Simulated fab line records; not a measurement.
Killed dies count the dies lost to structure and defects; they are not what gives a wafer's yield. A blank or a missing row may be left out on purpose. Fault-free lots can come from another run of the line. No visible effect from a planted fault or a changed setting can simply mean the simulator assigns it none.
Chamber matching + flow nandHarc + rieDiel-10 running NHARC_A_CHANNEL_HOLE_D1_ETCH_44: 4 sister chambers
The step etches the open film in CF4/O2, target depth 140 nm, overetch 14 nm, time 77 s. 18 wafers are shown with their chamber, then 9 later ones without.

WAFERS, EACH WITH ITS CHAMBER
| wafer  | chamber | drypumpMotorCurrentA (A) | showerheadPlenumPTorr (Torr) | throttleValvePct (%) |
|--------|---------|--------------------------|------------------------------|----------------------|
| L898.2 | 3       | 5.0                      | 1.42                         | 13.395               |
| L898.3 | 1       | 5.1                      | 1.39                         | 13.398               |
| L898.6 | 0       | 6.4                      | 1.36                         | 13.390               |
| L900.1 | 2       | 6.5                      | 1.37                         | 13.396               |
| L900.5 | 2       | 6.5                      | 1.37                         | 13.398               |
| L900.6 | 1       | 5.0                      | 1.39                         | 13.405               |
| L904.1 | 2       | 6.4                      | 1.37                         | 13.397               |
| L904.3 | 3       | 5.0                      | 1.42                         | 13.399               |
| L904.4 | 1       | 5.1                      | 1.39                         | 13.402               |
| L907.2 | 0       | 6.4                      | 1.36                         | 13.389               |
| L907.3 | 1       | 5.1                      | 1.39                         | 13.394               |
| L907.6 | 1       | 5.1                      | 1.39                         | 13.391               |
| L909.1 | 2       | 6.4                      | 1.37                         | 13.401               |
| L909.4 | 1       | 5.1                      | 1.39                         | 13.405               |
| L909.5 | 2       | 6.5                      | 1.37                         | 13.392               |
| L910.2 | 3       | 5.0                      | 1.41                         | 13.395               |
| L910.4 | 2       | 6.5                      | 1.37                         | 13.388               |
| L910.5 | 2       | 6.4                      | 1.37                         | 13.394               |

SIGNATURES, as means of the wafers listed above
| reading               | chamber 0 | chamber 1 | chamber 2 | chamber 3 | scatter within a chamber |
|-----------------------|-----------|-----------|-----------|-----------|--------------------------|
| drypumpMotorCurrentA  | 6.400     | 5.083     | 6.457     | 5.000     | 0.0427                   |
| showerheadPlenumPTorr | 1.3600    | 1.3900    | 1.3700    | 1.4167    | 0.00218                  |
| throttleValvePct      | 13.38950  | 13.39917  | 13.39514  | 13.39633  | 0.00456                  |
Rule: distance of a wafer from a chamber = root of the sum over the readings of ((wafer's reading minus chamber's mean) / reading's scatter) squared. The wafer belongs to the nearest chamber; if the next one is less than 2 further off, it can't be placed. The scatter: take each reading less its chamber's mean, square it, sum over the shown wafers, divide by the number of wafers less the number of chambers, and take the root.

WAFERS WITHOUT THEIR CHAMBER
| wafer  | drypumpMotorCurrentA (A) | showerheadPlenumPTorr (Torr) | throttleValvePct (%) |
|--------|--------------------------|------------------------------|----------------------|
| L913.1 | 5.0                      | 1.41                         | 13.394               |
| L913.5 | 5.1                      | 1.39                         | 13.381               |
| L913.6 | 6.4                      | 1.37                         | 13.386               |
| L914.1 | 6.4                      | 1.36                         | 13.393               |
| L914.3 | 6.4                      | 1.37                         | 13.411               |
| L914.4 | 5.1                      | 1.39                         | 13.398               |
| L919.4 | 6.4                      | 1.36                         | 13.402               |
| L919.5 | 5.1                      | 1.39                         | 13.403               |
| L919.6 | 6.4                      | 1.37                         | 13.398               |

CHAMBER TAKEN BY EACH
| wafer  | from the rows above | in truth |
|--------|---------------------|----------|
| L913.1 | 3                   | 3        |
| L913.5 | 1                   | 1        |
| L913.6 | 2                   | 2        |
| L914.1 | 0                   | 0        |
| L914.3 | 2                   | 2        |
| L914.4 | 1                   | 1        |
| L919.4 | 0                   | 0        |
| L919.5 | 1                   | 1        |
| L919.6 | 2                   | 2        |
Correctly placed: 9 of 9. Number that these rows cannot place: 0. Placed wrongly: 0.
